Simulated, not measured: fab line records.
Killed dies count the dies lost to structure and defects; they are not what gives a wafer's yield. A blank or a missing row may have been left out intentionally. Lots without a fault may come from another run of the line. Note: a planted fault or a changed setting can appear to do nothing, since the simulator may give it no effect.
Matching of chambers / flow nand-harc / NHARC_A_STAIRCASE_ETCHBACK_157 on rie-diel-13 has 4 sister chambers
The step etches the open film in CH3F/O2, target depth 90 nm, time 167.14 s. 18 wafers are shown with their chamber, then 9 later ones without.

WAFERS PAIRED WITH THEIR CHAMBERS
wafer=L075.1; chamber=1; showerhead-plenum-p-Torr (Torr)=2.55; drypump-motor-current-A (A)=6.4; rf-vpp-V (V)=245.7
wafer=L075.3; chamber=3; showerhead-plenum-p-Torr (Torr)=2.32; drypump-motor-current-A (A)=6.1; rf-vpp-V (V)=241.6
wafer=L075.4; chamber=2; showerhead-plenum-p-Torr (Torr)=2.65; drypump-motor-current-A (A)=6.3; rf-vpp-V (V)=247.1
wafer=L076.2; chamber=1; showerhead-plenum-p-Torr (Torr)=2.55; drypump-motor-current-A (A)=6.4; rf-vpp-V (V)=244.9
wafer=L076.3; chamber=3; showerhead-plenum-p-Torr (Torr)=2.32; drypump-motor-current-A (A)=6.1; rf-vpp-V (V)=241.6
wafer=L076.6; chamber=0; showerhead-plenum-p-Torr (Torr)=2.34; drypump-motor-current-A (A)=6.5; rf-vpp-V (V)=243.1
wafer=L074.2; chamber=1; showerhead-plenum-p-Torr (Torr)=2.55; drypump-motor-current-A (A)=6.4; rf-vpp-V (V)=245.7
wafer=L074.3; chamber=0; showerhead-plenum-p-Torr (Torr)=2.33; drypump-motor-current-A (A)=6.4; rf-vpp-V (V)=242.6
wafer=L074.4; chamber=3; showerhead-plenum-p-Torr (Torr)=2.32; drypump-motor-current-A (A)=6.1; rf-vpp-V (V)=243.2
wafer=L077.2; chamber=0; showerhead-plenum-p-Torr (Torr)=2.33; drypump-motor-current-A (A)=6.4; rf-vpp-V (V)=243.6
wafer=L077.3; chamber=1; showerhead-plenum-p-Torr (Torr)=2.55; drypump-motor-current-A (A)=6.4; rf-vpp-V (V)=245.5
wafer=L077.6; chamber=2; showerhead-plenum-p-Torr (Torr)=2.64; drypump-motor-current-A (A)=6.3; rf-vpp-V (V)=248.2
wafer=L079.1; chamber=0; showerhead-plenum-p-Torr (Torr)=2.33; drypump-motor-current-A (A)=6.5; rf-vpp-V (V)=241.5
wafer=L079.4; chamber=2; showerhead-plenum-p-Torr (Torr)=2.64; drypump-motor-current-A (A)=6.2; rf-vpp-V (V)=246.3
wafer=L079.6; chamber=1; showerhead-plenum-p-Torr (Torr)=2.55; drypump-motor-current-A (A)=6.4; rf-vpp-V (V)=246.8
wafer=L089.2; chamber=2; showerhead-plenum-p-Torr (Torr)=2.63; drypump-motor-current-A (A)=6.2; rf-vpp-V (V)=246.3
wafer=L089.3; chamber=0; showerhead-plenum-p-Torr (Torr)=2.32; drypump-motor-current-A (A)=6.4; rf-vpp-V (V)=242.0
wafer=L089.4; chamber=3; showerhead-plenum-p-Torr (Torr)=2.31; drypump-motor-current-A (A)=6.1; rf-vpp-V (V)=241.5

SIGNATURES, as means of the wafers listed above
reading=showerhead-plenum-p-Torr; chamber 0=2.3300; chamber 1=2.5500; chamber 2=2.6400; chamber 3=2.3175; scatter within a chamber=0.00582
reading=drypump-motor-current-A; chamber 0=6.440; chamber 1=6.400; chamber 2=6.250; chamber 3=6.100; scatter within a chamber=0.0396
reading=rf-vpp-V; chamber 0=242.560; chamber 1=245.720; chamber 2=246.975; chamber 3=241.975; scatter within a chamber=0.808
Rule: a wafer lies at a distance from a chamber equal to the root of the sum of squares, over the readings, of (its reading less the chamber's mean, divided by the reading's scatter). If the next closest chamber is less than 2 further off than the closest, the wafer can't be placed; otherwise it belongs to the closest. The scatter: take each reading less its chamber's mean, square it, sum over the shown wafers, divide by the number of wafers less the number of chambers, and take the root.

WAFERS MISSING THEIR CHAMBER
wafer=L087.2; showerhead-plenum-p-Torr (Torr)=2.54; drypump-motor-current-A (A)=6.4; rf-vpp-V (V)=246.6
wafer=L087.5; showerhead-plenum-p-Torr (Torr)=2.31; drypump-motor-current-A (A)=6.1; rf-vpp-V (V)=241.9
wafer=L087.6; showerhead-plenum-p-Torr (Torr)=2.32; drypump-motor-current-A (A)=6.4; rf-vpp-V (V)=241.8
wafer=L091.2; showerhead-plenum-p-Torr (Torr)=2.32; drypump-motor-current-A (A)=6.5; rf-vpp-V (V)=241.8
wafer=L091.4; showerhead-plenum-p-Torr (Torr)=2.53; drypump-motor-current-A (A)=6.4; rf-vpp-V (V)=244.9
wafer=L091.5; showerhead-plenum-p-Torr (Torr)=2.31; drypump-motor-current-A (A)=6.1; rf-vpp-V (V)=243.5
wafer=L096.2; showerhead-plenum-p-Torr (Torr)=2.31; drypump-motor-current-A (A)=6.4; rf-vpp-V (V)=242.4
wafer=L096.4; showerhead-plenum-p-Torr (Torr)=2.53; drypump-motor-current-A (A)=6.4; rf-vpp-V (V)=244.3
wafer=L096.6; showerhead-plenum-p-Torr (Torr)=2.62; drypump-motor-current-A (A)=6.3; rf-vpp-V (V)=245.9

CHAMBER TAKEN BY EACH
wafer=L087.2; from the rows above=1; in truth=1
wafer=L087.5; from the rows above=3; in truth=3
wafer=L087.6; from the rows above=0; in truth=0
wafer=L091.2; from the rows above=0; in truth=0
wafer=L091.4; from the rows above=1; in truth=1
wafer=L091.5; from the rows above=3; in truth=3
wafer=L096.2; from the rows above=0; in truth=0
wafer=L096.4; from the rows above=1; in truth=1
wafer=L096.6; from the rows above=2; in truth=2
9 of 9 placed correctly. Not placeable from these rows: 0. Number placed wrongly: 0.
